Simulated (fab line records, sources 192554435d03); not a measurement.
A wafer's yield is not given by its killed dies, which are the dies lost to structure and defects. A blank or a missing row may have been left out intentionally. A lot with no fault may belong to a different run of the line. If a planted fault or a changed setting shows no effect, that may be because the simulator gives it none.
fab line records -- flow n5_finfet
record: lots: 8, wafers: 22, last_day: 19
route steps=1938 shown BEOL_M4@1111 BEOL_M7@1284 PASSIVATION@1936
lots that met no fault: from a run of the same line without faults
start_h: the number of hours between the record's first day and the start of the first shown wafer of the lot -- wait_h: hours since the lot's step before -- " identical to the entry in the row above -- L1.1+2: one row covering several wafers at once -- - either no value or no given start -- * or withheld: withheld -- < > ~ a bound
route shown NAME@n: NAME is a module with steps in the file, n the number in the route of the first one -- usual: mean and standard deviation over wafers with no fault -- same: alike in all rows -- chamber/n: place in a boat -- sites: the reading at each site -- _std_site: standard deviation of those values -- _edge_site: inner sites' mean taken away from outer sites' mean -- radius_mm: how far each site lies from the wafer's centre -- mask NAME#n: copy n -- behind: tool/chamber where the wafer was last shaped -- hold: the reason the lot was held/the length of the hold in hours/how it ended -- device: names the non-switching transistor (n, p or np) -- end of line: the same wafers' tests at the end of the route -- where a step has no rows: the recipe by itself -- killed: at the first sort, the dies lost to defects and structure; wafer yield is something else -- map: shows each die of a wafer: x if killed, . if not, _ if none is there
set.NAME: the setting that was run; set.NAME@STEP: the one run at that earlier step -- model.NAME: the simulator's own value behind a step, which no gauge read
a sample of lots followed through the steps of the route, with each step as a table and each wafer as a row
services: when a tool's chamber went out of use (start_h, in hours from the record's first day, below 0 if earlier), for how many hours, and the reason
== steps ==
step: N5_BEOL_M4_RC_MEAS_101
usual: DIBL_N: 36.5/1.9, DIBL_P: 36.4/2.2, IOFF_N: 0.17/0.034, IOFF_P: 0.21/0.036, ION_N: 678/12, ION_P: 462/7.1, SS_N: 71.7/0.61, SS_P: 73.4/0.71, VT_N: 249/3.5, VT_P: -251/3
lot.wafer,tool,chamber,start_h,wait_h,DIBL_N[mV/V],DIBL_P[mV/V],IOFF_N[nA/um],IOFF_P[nA/um],ION_N[uA/um],ION_P[uA/um],SS_N[mV/dec],SS_P[mV/dec],VT_N[mV],VT_P[mV]
L324.3,prober-01,0,193.03,0.3,34.2,34.7,0.15,0.20,675,464,70.5,72.9,249,-249
L324.5,prober-01,0,193.03,0.3,34.4,34.6,0.15,0.20,676,471,70.9,73.6,250,-248
L322.3,prober-02,0,204.51,0.3,39.2,39.0,0.22,0.23,689,462,72.0,74.0,246,-252
L322.6,prober-02,0,204.51,0.3,39.5,38.4,0.22,0.24,677,464,72.4,73.7,245,-252
L326.2,prober-01,0,213.71,0.2,38.0,36.3,0.18,0.21,679,458,71.9,73.6,250,-251
L326.5,prober-01,0,213.71,0.2,38.1,36.2,0.17,0.19,669,453,72.0,73.5,252,-255
L326.6,prober-01,0,213.71,0.2,36.9,36.1,0.16,0.21,676,461,71.0,73.4,248,-249
L328.2,prober-01,0,237.59,0.2,36.3,34.0,0.13,0.17,664,456,70.8,72.6,253,-258
L328.4,prober-01,0,237.59,0.2,36.0,33.9,0.13,0.16,671,453,70.9,73.0,252,-255
L328.5,prober-01,0,237.59,0.2,35.0,32.9,0.12,0.16,658,458,71.3,72.2,256,-256
L338.4,prober-01,0,307.56,0.5,33.3,34.4,0.14,0.16,686,462,72.0,72.5,250,-254
L338.5,prober-01,0,307.56,0.5,33.8,34.5,0.12,0.16,662,455,71.7,73.3,254,-253
L338.6,prober-01,0,307.56,0.5,35.5,36.3,0.16,0.19,674,456,71.9,73.9,250,-253
L341.1,prober-01,0,308.03,0.2,37.5,38.5,0.20,0.21,690,465,73.0,74.2,247,-251
L341.3,prober-01,0,308.03,0.2,36.0,37.6,0.16,0.18,665,449,71.5,73.1,250,-254
L341.5,prober-01,0,308.03,0.2,35.6,37.0,0.16,0.19,686,466,71.1,73.4,248,-256
L342.1,prober-01,0,333.86,0.0,33.3,33.5,0.13,0.15,663,460,71.1,72.2,250,-253
L342.5,prober-01,0,333.86,0.0,37.5,38.2,0.19,0.21,677,459,72.0,73.9,248,-250
L342.6,prober-01,0,333.86,0.0,36.8,36.7,0.18,0.20,680,460,71.3,73.4,244,-252
L343.1,prober-01,0,347.71,0.0,36.4,35.3,0.16,0.21,669,459,71.8,73.7,250,-250
L343.3,prober-01,0,347.71,0.0,34.1,32.6,0.13,0.17,673,464,71.4,72.4,253,-253
L343.5,prober-01,0,347.71,0.0,34.1,32.6,0.13,0.18,676,466,71.1,73.0,251,-252
step: N5_BEOL_M7_HM_OPEN_17
recipe: chemistry: Cl2/BCl3, target_depth_a: 200, overetch_a: 60, target: TiN, mask_material: SOC, ion_energy_ev: 150, pressure_mtorr: 10, icp_w: 1000, bias_w: 126, Cl2_flow_sccm: 53.25, bcl3_flow_sccm: 21.75, Ar_flow_sccm: 25
usual: drypump_motor_current_A: 5.5/0.52, mfc_cl2_sccm: 53.27/0.15, oes_product_au: 0.65/0.095, throttle_valve_pct: 22.03/0.19
lot.wafer,tool,chamber,start_h,wait_h,drypump_motor_current_A,mfc_cl2_sccm,oes_product_au,rf_hours_counter_h,throttle_valve_pct
L322.3,rie_metal-02,1,231.79,0.1,5.5,53.44,0.63,-,21.87
L322.6,rie_metal-02,1,231.79,0.1,5.5,53.31,0.63,-,21.89
L326.2,rie_metal-02,0,237.30,0.0,5.8,53.08,0.55,103,22.02
L326.5,rie_metal-02,0,237.30,0.0,5.8,53.09,0.56,-,21.99
L326.6,rie_metal-02,1,237.30,0.0,5.5,53.39,0.62,-,21.89
L324.3,rie_metal-03,1,238.13,0.1,4.9,53.31,0.52,-,21.94
L324.5,rie_metal-03,1,238.13,0.1,4.9,53.28,0.52,-,21.93
L328.2,rie_metal-03,0,262.67,0.1,6.2,53.18,0.57,-,22.43
L328.4,rie_metal-03,0,262.67,0.1,6.1,53.22,0.58,-,22.42
L328.5,rie_metal-03,0,262.67,0.1,6.1,53.34,0.58,-,22.44
L341.1,rie_metal-02,0,336.47,0.0,5.8,53.09,0.55,110,22.00
L341.3,rie_metal-02,1,336.47,0.0,5.5,53.27,0.61,-,21.90
L341.5,rie_metal-02,0,336.47,0.0,5.8,53.12,0.54,-,22.01
L338.4,rie_metal-01,1,336.65,0.1,5.9,53.44,0.67,-,22.04
L338.5,rie_metal-01,1,336.65,0.1,5.9,53.40,0.67,-,22.06
L338.6,rie_metal-01,0,336.65,0.1,4.7,53.24,0.78,-,21.87
L342.1,rie_metal-01,1,362.94,0.0,5.8,53.42,0.68,38,22.06
L342.5,rie_metal-01,1,362.94,0.0,5.9,53.35,0.66,-,22.07
L342.6,rie_metal-01,0,362.94,0.0,4.7,53.13,0.78,-,21.88
L343.1,rie_metal-03,0,380.86,0.0,6.2,52.82,0.57,95,22.45
L343.3,rie_metal-03,0,380.86,0.0,6.1,53.09,0.57,-,22.44
L343.5,rie_metal-03,1,380.86,0.0,4.9,53.30,0.73,-,22.00
step: N5_BEOL_M7_STRIP_19
recipe: chemistry: O2, power_w: 400, temp_c: 40, pressure_mtorr: 30, rf_frequency_hz: 6e+07, bias_power_w: 0, overash_fraction: 0.2, o2_flow_sccm: 225
usual: drypump_motor_current_A: 5.6/0.43, oes_product_au: 0.77/0.078, rf_vpp_V: 3.6/0.56, showerhead_plenum_p_Torr: 2.09/0.059, throttle_valve_pct: 16.66/0.22
lot.wafer,tool,chamber,start_h,wait_h,drypump_motor_current_A,oes_product_au,rf_hours_counter_h,rf_vpp_V,showerhead_plenum_p_Torr,throttle_valve_pct
L322.3,rie_diel-05,2,231.87,0.1,6.2,0.83,70,4.3,2.13,16.37
L322.6,rie_diel-05,1,231.87,0.1,5.6,0.70,-,3.9,2.15,16.65
L326.2,rie_diel-02,3,237.42,0.1,5.6,0.92,14,4.3,2.04,16.35
L326.5,rie_diel-02,1,237.42,0.1,5.6,0.82,-,4.4,2.03,16.66
L326.6,rie_diel-02,2,237.42,0.1,6.0,0.75,-,3.2,2.10,16.74
L324.3,rie_diel-05,1,238.27,0.1,5.6,0.69,226,4.3,2.15,16.64
L324.5,rie_diel-05,1,238.27,0.1,5.6,0.69,-,3.4,2.15,16.63
L328.2,rie_diel-06,2,262.84,0.1,5.6,0.73,197,3.4,2.16,16.72
L328.4,rie_diel-06,1,262.84,0.1,6.5,0.67,248,4.7,2.07,16.82
L328.5,rie_diel-06,3,262.84,0.1,5.6,0.70,-,3.8,2.17,16.92
L341.1,rie_diel-06,2,336.60,0.1,5.7,0.71,222,3.2,2.15,16.74
L341.3,rie_diel-06,1,336.60,0.1,6.6,0.93,9,3.2,2.06,16.40
L341.5,rie_diel-06,3,336.60,0.1,5.7,0.67,-,4.0,2.17,16.94
L338.4,rie_diel-05,2,336.76,0.1,6.2,0.79,-,4.2,2.12,16.44
L338.5,rie_diel-05,0,336.76,0.1,5.3,0.80,-,3.3,2.02,16.42
L338.6,rie_diel-05,3,336.76,0.1,5.1,0.90,-,3.3,2.05,16.59
L342.1,rie_diel-05,3,363.05,0.1,5.1,0.89,33,5.1,2.05,16.63
L342.5,rie_diel-05,3,363.05,0.1,5.1,0.88,-,4.6,2.05,16.61
L342.6,rie_diel-05,2,363.05,0.1,6.2,0.78,-,4.1,2.12,16.44
L343.1,rie_diel-05,0,381.02,0.1,5.2,0.78,140,4.1,2.02,16.44
L343.3,rie_diel-05,2,381.02,0.1,6.2,0.78,115,2.8,2.12,16.49
L343.5,rie_diel-05,1,381.02,0.1,5.6,0.94,-,3.0,2.14,16.32
step: N5_BEOL_M7_CD_MEAS_18
recipe: pitch_nm: 80, target_cd_nm: 40
usual: cd_nm: 40.0/0.66
lot.wafer,tool,chamber,start_h,wait_h,cd_nm
L322.3,cd_sem-01,-,231.94,0.1,39.4
L322.6,cd_sem-01,-,231.94,0.1,38.2
L326.2,cd_sem-02,-,237.49,0.1,41.2
L326.5,cd_sem-02,-,237.49,0.1,39.8
L326.6,cd_sem-02,-,237.49,0.1,39.9
L324.3,cd_sem-02,-,238.35,0.1,38.6
L324.5,cd_sem-02,-,238.35,0.1,38.9
L328.2,cd_sem-02,-,262.91,0.1,39.1
L328.4,cd_sem-02,-,262.91,0.1,39.5
L328.5,cd_sem-02,-,262.91,0.1,38.7
L341.1,cd_sem-01,-,336.67,0.0,40.7
L341.3,cd_sem-01,-,336.67,0.0,40.2
L341.5,cd_sem-01,-,336.67,0.0,38.8
L338.4,cd_sem-03,-,336.81,0.0,41.4
L338.5,cd_sem-03,-,336.81,0.0,40.4
L338.6,cd_sem-03,-,336.81,0.0,40.9
L342.1,cd_sem-02,-,363.12,0.0,39.4
L342.5,cd_sem-02,-,363.12,0.0,38.4
L342.6,cd_sem-02,-,363.12,0.0,39.3
L343.1,cd_sem-02,-,381.09,0.0,39.2
L343.3,cd_sem-02,-,381.09,0.0,40.5
L343.5,cd_sem-02,-,381.09,0.0,40.1
step: N5_BEOL_M7_TRENCH_ETCH_37
recipe: chemistry: C4F6/O2, target_depth_a: 934.78, target: SiCOH_lowk, time_s: 31.2, ion_energy_ev: 250, pressure_mtorr: 30, source_w: 345, bias_w: 185, Ar_flow_sccm: 300, C4F6_flow_sccm: 10, O2_flow_sccm: 10
usual: C4F6_flow_sccm: 10.003/0.028, drypump_motor_current_A: 5.6/0.42, oes_f_703_au: 0.78/0.076, oes_o_777_au: 0.78/0.075, oes_product_au: 0.78/0.082, rf_vpp_V: 666/13, showerhead_plenum_p_Torr: 2.83/0.074, throttle_valve_pct: 20.92/0.26
lot.wafer,tool,chamber,start_h,wait_h,C4F6_flow_sccm,drypump_motor_current_A,oes_f_703_au,oes_o_777_au,oes_product_au,rf_hours_counter_h,rf_vpp_V,showerhead_plenum_p_Torr,throttle_valve_pct
L322.3,rie_diel-05,2,232.68,-,10.023,6.2,0.83,0.83,0.83,71,688,2.88,20.58
L322.6,rie_diel-05,1,232.68,-,10.047,5.6,0.75,0.76,0.71,-,666,2.91,20.78
L324.3,rie_diel-02,1,239.42,-,9.959,5.6,0.81,0.81,0.81,65,649,2.75,20.90
L324.5,rie_diel-02,1,239.42,-,9.990,5.7,0.80,0.81,0.81,-,648,2.75,20.88
L326.2,rie_diel-06,0,239.69,-,10.031,5.2,0.74,0.73,0.78,125,686,2.77,21.27
L326.5,rie_diel-06,0,239.69,-,10.046,5.2,0.74,0.74,0.78,-,686,2.77,21.29
L326.6,rie_diel-06,3,239.69,-,10.004,5.7,0.71,0.72,0.70,-,663,2.93,21.03
L328.2,rie_diel-06,2,267.61,-,10.017,5.6,0.74,0.73,0.74,198,664,2.97,21.11
L328.4,rie_diel-06,1,267.61,-,9.990,6.5,0.67,0.67,0.68,249,675,2.78,20.88
L328.5,rie_diel-06,3,267.61,-,9.958,5.6,0.70,0.72,0.71,-,663,2.92,21.03
L338.4,rie_diel-06,0,339.65,-,10.039,5.2,0.71,0.71,0.75,157,686,2.76,21.33
L338.5,rie_diel-06,1,339.65,-,9.990,6.6,0.93,0.92,1.30,-,673,2.77,20.66
L338.6,rie_diel-06,2,339.65,-,9.996,5.6,0.73,0.72,0.99,-,664,2.96,21.26
L341.1,rie_diel-06,1,340.52,-,9.994,6.5,0.92,0.92,0.93,10,675,2.77,20.56
L341.3,rie_diel-06,0,340.52,-,9.982,5.2,0.72,0.71,0.76,157,685,2.76,21.33
L341.5,rie_diel-06,0,340.52,-,9.991,5.2,0.72,0.71,1.05,-,685,2.76,21.44
L342.1,rie_diel-06,3,365.04,-,9.963,5.6,0.68,0.69,0.68,237,662,2.91,21.08
L342.5,rie_diel-06,3,365.04,-,9.964,5.6,0.68,0.69,0.93,-,663,2.91,21.16
L342.6,rie_diel-06,0,365.04,-,10.003,5.2,0.71,0.71,1.04,-,685,2.75,21.46
L343.1,rie_diel-02,1,382.87,-,10.030,5.6,0.76,0.77,0.76,106,647,2.74,20.93
L343.3,rie_diel-02,0,382.87,-,10.001,5.1,0.68,0.69,0.66,239,673,2.95,21.47
L343.5,rie_diel-02,0,382.87,-,10.026,5.1,0.67,0.68,0.67,-,674,2.95,21.46
step: N5_BEOL_M7_OCD_MEAS_38
usual: trench_depth_nm: 93.2/1.9
lot.wafer,tool,chamber,start_h,wait_h,trench_depth_nm
L322.3,ocd-01,-,232.84,-,94.2
L322.6,ocd-01,-,232.84,-,93.5
L324.3,ocd-01,-,239.58,-,91.0
L324.5,ocd-01,-,239.58,-,91.8
L326.2,ocd-02,-,239.85,-,93.7
L326.5,ocd-02,-,239.85,-,93.7
L326.6,ocd-02,-,239.85,-,90.9
L328.2,ocd-02,-,267.77,-,94.4
L328.4,ocd-02,-,267.77,-,93.7
L328.5,ocd-02,-,267.77,-,90.6
L338.4,ocd-01,-,339.81,-,93.9
L338.5,ocd-01,-,339.81,-,154.7
L338.6,ocd-01,-,339.81,-,151.5
L341.1,ocd-01,-,340.68,-,95.6
L341.3,ocd-01,-,340.68,-,94.1
L341.5,ocd-01,-,340.68,-,150.2
L342.1,ocd-01,-,365.20,-,90.0
L342.5,ocd-01,-,365.20,-,145.4
L342.6,ocd-01,-,365.20,-,151.8
L343.1,ocd-02,-,383.03,-,90.1
L343.3,ocd-02,-,383.03,-,88.9
L343.5,ocd-02,-,383.03,-,89.9
step: N5_BEOL_M7_THK_MEAS_53
recipe: thk_meas_gauge: xrf, reads: Cu_of_BEOL_M7_ECD_50
usual: M7_THK: 81.7/2.1
lot.wafer,tool,chamber,start_h,wait_h,M7_THK[nm]
L322.3,film_metro-02,-,235.45,-,82.8
L322.6,film_metro-02,-,235.45,-,81.6
L324.3,film_metro-02,-,242.40,-,78.8
L324.5,film_metro-02,-,242.40,-,80.4
L326.2,film_metro-02,-,242.86,-,83.2
L326.5,film_metro-02,-,242.86,-,84.1
L326.6,film_metro-02,-,242.86,-,79.8
L328.2,film_metro-01,-,271.99,-,81.0
L328.4,film_metro-01,-,271.99,-,81.0
L328.5,film_metro-01,-,271.99,-,77.3
L338.4,film_metro-01,-,343.58,-,81.4
L338.5,film_metro-01,-,343.58,-,145.1
L338.6,film_metro-01,-,343.58,-,140.2
L341.1,film_metro-02,-,344.24,-,85.9
L341.3,film_metro-02,-,344.24,-,83.8
L341.5,film_metro-02,-,344.24,-,139.9
L342.1,film_metro-01,-,371.22,-,78.5
L342.5,film_metro-01,-,371.22,-,133.7
L342.6,film_metro-01,-,371.22,-,142.3
L343.1,film_metro-01,-,386.24,-,79.8
L343.3,film_metro-01,-,386.24,-,76.6
L343.5,film_metro-01,-,386.24,-,79.0
step: N5_BEOL_M7_RS_MEAS_57
recipe: thk_meas_gauge: four-point-probe, reads: Cu_of_BEOL_M7_ECD_50+Co_of_BEOL_M7_CVD_78+TaN_of_BEOL_M7_ALD_77
usual: M7_RS: 0.286/0.009
lot.wafer,tool,chamber,start_h,wait_h,M7_RS[ohm/sq]
L322.3,film_metro-01,-,235.58,0.1,0.280
L322.6,film_metro-01,-,235.58,0.1,0.288
L324.3,film_metro-02,-,242.53,0.1,0.296
L324.5,film_metro-02,-,242.53,0.1,0.289
L326.2,film_metro-02,-,242.99,0.1,0.278
L326.5,film_metro-02,-,242.99,0.1,0.276
L326.6,film_metro-02,-,242.99,0.1,0.294
L328.2,film_metro-02,-,272.13,0.1,0.287
L328.4,film_metro-02,-,272.13,0.1,0.287
L328.5,film_metro-02,-,272.13,0.1,0.303
L338.4,film_metro-01,-,343.74,0.1,0.289
L338.5,film_metro-01,-,343.74,0.1,0.151
L338.6,film_metro-01,-,343.74,0.1,0.155
L341.1,film_metro-01,-,344.37,0.1,0.272
L341.3,film_metro-01,-,344.37,0.1,0.280
L341.5,film_metro-01,-,344.37,0.1,0.157
L342.1,film_metro-01,-,371.35,0.1,0.301
L342.5,film_metro-01,-,371.35,0.1,0.164
L342.6,film_metro-01,-,371.35,0.1,0.153
L343.1,film_metro-02,-,386.38,0.1,0.295
L343.3,film_metro-02,-,386.38,0.1,0.308
L343.5,film_metro-02,-,386.38,0.1,0.298
step: N5_PASSIVATION_PROBE_49
usual: defect_limited_yield: 91.0/1.5, killed_at_M0_to_M3: 35/11, killed_at_M4_up: 13/5, killed_at_contacts: 12/5.9, killed_at_front_end: 42/13, killed_at_other: 3/3.2, killed_dies: 106/18, killed_on_rim: 14/4.2, killed_open: 69/13, killed_short: 35/8.9, sort_bin_5_function: 5.2/0.95, sort_bin_6_memory: 3.3/0.71, sort_n_pass: 1074/18, sort_yield_pct: 91.0/1.5
same: gross_dies: 1180, killed_at_back_side: 0, sort_bin_4_leakage[%]: 0, sort_bin_8_speed[%]: 0
lot.wafer,tool,chamber,start_h,wait_h,defect_limited_yield[%],killed_at_M0_to_M3,killed_at_M4_up,killed_at_contacts,killed_at_front_end,killed_at_other,killed_dies,killed_on_rim,killed_open,killed_short,sort_bin_5_function[%],sort_bin_6_memory[%],sort_n_pass,sort_yield_pct[%]
L326.2,prober-02,-,320.09,0.1,92.0,40,9,11,27,7,94,10,64,29,5.3,2.3,1086,92.0
L326.5,prober-02,-,320.24,0.2,90.1,41,15,28,28,5,117,11,88,27,5.6,4.0,1063,90.1
L326.6,prober-02,-,320.29,0.3,93.0,30,11,17,21,4,83,9,57,25,4.9,1.9,1097,93.0
L338.4,prober-01,-,425.43,0.2,93.6,25,11,13,23,3,75,12,47,26,3.9,2.3,1105,93.6
L338.5,prober-01,-,425.48,0.2,17.5,49,882,7,31,5,974,142,71,34,6.2,2.6,206,17.5
L338.6,prober-01,-,425.53,0.3,35.9,32,678,11,35,0,756,142,56,26,4.8,2.0,424,35.9
L341.1,prober-02,-,436.08,0.0,93.6,20,9,12,35,0,76,11,42,33,4.2,2.0,1104,93.6
L341.3,prober-02,-,436.18,0.1,91.9,24,13,15,44,0,96,10,68,26,4.6,3.3,1084,91.9
L341.5,prober-02,-,436.28,0.2,33.8,42,684,21,32,2,781,107,71,29,4.1,4.3,399,33.8
L342.1,prober-02,-,444.91,0.0,88.8,70,8,13,36,5,132,20,81,47,6.1,4.2,1048,88.8
L342.5,prober-02,-,445.11,0.2,85.3,38,101,8,22,5,174,24,62,28,5.0,2.3,1006,85.3
L342.6,prober-02,-,445.16,0.3,41.0,37,618,10,30,1,696,80,64,24,4.8,2.5,484,41.0
killed by level:class
L326.2 BEOL_M0_SAQP:geometric_particle:open=13 MOL_CONTACT_COAG:geometric_particle:open=8 BEOL_M0_SAQP:geometric_particle:short=7 BEOL_M3:geometric_particle:open=7 STI_FIN_REVEAL:geometric_particle:open=6 BEOL_M2:geometric_particle:open=5 FIN_SAQP:geometric_particle:open=4 GATE_CUT:geometric_particle:open=4
L326.5 MOL_CONTACT_COAG:geometric_particle:open=26 BEOL_M2:geometric_particle:open=15 BEOL_M0_SAQP:geometric_particle:open=10 BEOL_M0_SAQP:geometric_particle:short=7 GATE_CUT:geometric_particle:open=5 BEOL_M4:geometric_particle:open=5 FIN_SAQP:geometric_particle:open=4 STI_FIN_REVEAL:geometric_particle:open=3
L326.6 MOL_CONTACT_COAG:geometric_particle:open=17 BEOL_M2:geometric_particle:open=7 BEOL_M0_SAQP:geometric_particle:open=6 ILD0:geometric_particle:short=4 BEOL_M0_SAQP:geometric_particle:short=4 BEOL_M3:geometric_particle:open=4 BEOL_M1:geometric_particle:open=4 FIN_SAQP:geometric_particle:short=3
L338.4 MOL_CONTACT_COAG:geometric_particle:open=10 BEOL_M4:geometric_particle:open=7 BEOL_M0_SAQP:geometric_particle:open=6 BEOL_M3:geometric_particle:open=5 BEOL_M1:geometric_particle:open=4 FIN_SAQP:geometric_particle:short=3 DUMMY_GATE:geometric_particle:open=3 SPACER0:geometric_particle:short=3
L338.5 BEOL_M7:area_etch=869 BEOL_M3:geometric_particle:open=15 BEOL_M2:geometric_particle:open=13 FIN_SAQP:geometric_particle:short=6 FIN_SAQP:geometric_particle:open=6 GATE_CUT:geometric_particle:open=5 MOL_CONTACT_COAG:geometric_particle:open=5 BEOL_M0_SAQP:geometric_particle:short=5
L338.6 BEOL_M7:area_etch=672 BEOL_M2:geometric_particle:open=9 FIN_SAQP:geometric_particle:short=7 MOL_CONTACT_COAG:geometric_particle:open=7 BEOL_M0_SAQP:geometric_particle:open=7 FIN_SAQP:geometric_particle:open=5 BEOL_M3:geometric_particle:open=5 STARTING-WAFER:geometric_particle:open=4
L341.1 MOL_CONTACT_COAG:geometric_particle:open=9 DUMMY_GATE:geometric_particle:open=6 BEOL_M0_SAQP:geometric_particle:short=6 FIN_SAQP:geometric_particle:short=5 GATE_CUT:geometric_particle:short=4 BEOL_M0_SAQP:geometric_particle:open=4 STI_FIN_REVEAL:geometric_particle:short=3 DUMMY_GATE:geometric_particle:short=3
L341.3 MOL_CONTACT_COAG:geometric_particle:open=11 STI_FIN_REVEAL:geometric_particle:open=7 FIN_SAQP:geometric_particle:open=6 DUMMY_GATE:geometric_particle:open=6 GATE_CUT:geometric_particle:open=6 BEOL_M2:geometric_particle:open=6 GATE_CUT:geometric_particle:short=5 BEOL_M0_SAQP:geometric_particle:short=5
L341.5 BEOL_M7:area_etch=674 MOL_CONTACT_COAG:geometric_particle:open=19 BEOL_M2:geometric_particle:open=9 BEOL_M3:geometric_particle:open=9 STI_FIN_REVEAL:geometric_particle:open=8 BEOL_M0_SAQP:geometric_particle:short=7 HKMG_FIN:area_etch=7 BEOL_M4:geometric_particle:open=5
L342.1 BEOL_M0_SAQP:geometric_particle:open=20 BEOL_M0_SAQP:geometric_particle:short=13 MOL_CONTACT_COAG:geometric_particle:open=11 BEOL_M2:geometric_particle:open=11 STI_FIN_REVEAL:geometric_particle:open=10 BEOL_M1:geometric_particle:open=10 BEOL_M1:geometric_particle:short=6 FIN_SAQP:geometric_particle:short=5
L342.5 BEOL_M7:area_etch=84 BEOL_M1:geometric_particle:open=10 BEOL_M0_SAQP:geometric_particle:short=9 BEOL_M0_SAQP:geometric_particle:open=8 BEOL_M3:geometric_particle:open=8 MOL_CONTACT_COAG:geometric_particle:open=6 BEOL_M4:geometric_particle:open=6 FIN_SAQP:geometric_particle:open=5
L342.6 BEOL_M7:area_etch=606 BEOL_M0_SAQP:geometric_particle:open=13 MOL_CONTACT_COAG:geometric_particle:open=9 FIN_SAQP:geometric_particle:short=7 BEOL_M3:geometric_particle:open=7 STI_FIN_REVEAL:geometric_particle:open=6 BEOL_M0_SAQP:geometric_particle:short=6 STI_FIN_REVEAL:geometric_particle:short=5
== services ==
tool,chamber,start_h,hours,kind
rie_metal-01,-,224.85,1.7,repair
rie_diel-05,3,225.33,-,clean
rie_diel-05,3,225.33,-,consumable_replace:focus_ring
rie_diel-05,3,225.33,13.3,scheduled_down
rie_diel-05,3,225.33,13.3,vent_cycle
rie_diel-02,-,257.56,0.3,repair
rie_diel-05,2,260.27,5.0,repair
rie_diel-02,0,271.01,5.8,repair
rie_diel-06,1,271.31,-,clean
rie_diel-06,1,271.31,-,consumable_replace:focus_ring
rie_diel-06,1,271.31,32.9,scheduled_down
rie_diel-06,1,271.31,32.9,vent_cycle
rie_metal-01,-,288.34,0.1,repair
rie_diel-06,-,295.07,0.1,repair
rie_metal-03,0,299.21,7.3,repair
rie_metal-02,0,315.18,2.7,repair
rie_diel-05,3,319.91,10.7,repair
rie_diel-02,1,328.63,4.6,repair
rie_diel-05,1,330.59,-,clean
rie_metal-02,0,346.03,14.3,repair
rie_metal-03,1,346.76,4.3,repair
rie_diel-02,0,358.37,6.8,repair
rie_diel-05,-,361.43,1.6,repair
rie_diel-02,-,370.37,2.8,pm
== key ==
first_sign: step: N5_BEOL_M7_TRENCH_ETCH_37, reading: oes_product_au, direction: up, sigmas: 3.5, usual: 0.78, struck: 1.06
effect: step: N5_BEOL_M7_OCD_MEAS_38, reading: trench_depth_nm, direction: up, sigmas: 31, usual: 93.2, struck: 150.7
effect: step: N5_BEOL_M7_THK_MEAS_53, reading: M7_THK, direction: up, sigmas: 27, usual: 81.7, struck: 140.2
effect: step: N5_BEOL_M7_RS_MEAS_57, reading: M7_RS, direction: down, sigmas: 15, usual: 0.286, struck: 0.156
effect: step: N5_PASSIVATION_PROBE_49, reading: killed_at_M4_up, direction: up, sigmas: 99+, usual: 13, struck: 593
more_kills_born_at: N5_BEOL_M7_TRENCH_ETCH_37@rie_diel-06: 2905
met_at N5_BEOL_M7_TRENCH_ETCH_37
struck_lots L338,L341,L342
struck_wafers L338.5,L338.6,L341.5,L342.5,L342.6
later_rows_left_out L338.5,L338.6,L341.5,L342.6
not_acting_at N5_BEOL_M7_HM_OPEN_17,N5_BEOL_M7_STRIP_19,N5_BEOL_M7_CD_MEAS_18
onset_between 267.61 339.65
fault: kind: process_parameter_drift, tool: rie_diel-06, chamber: -, onset_h: 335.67, steps: N5_BEOL_M7_TRENCH_ETCH_37, channel: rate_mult, offset: 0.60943, shape: step, end_h: 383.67, scope: struck_wafers_only
later_rows_left_out: the simulator's readings of these wafers behind a module that went badly wrong aren't trusted and aren't shown, but for the sort
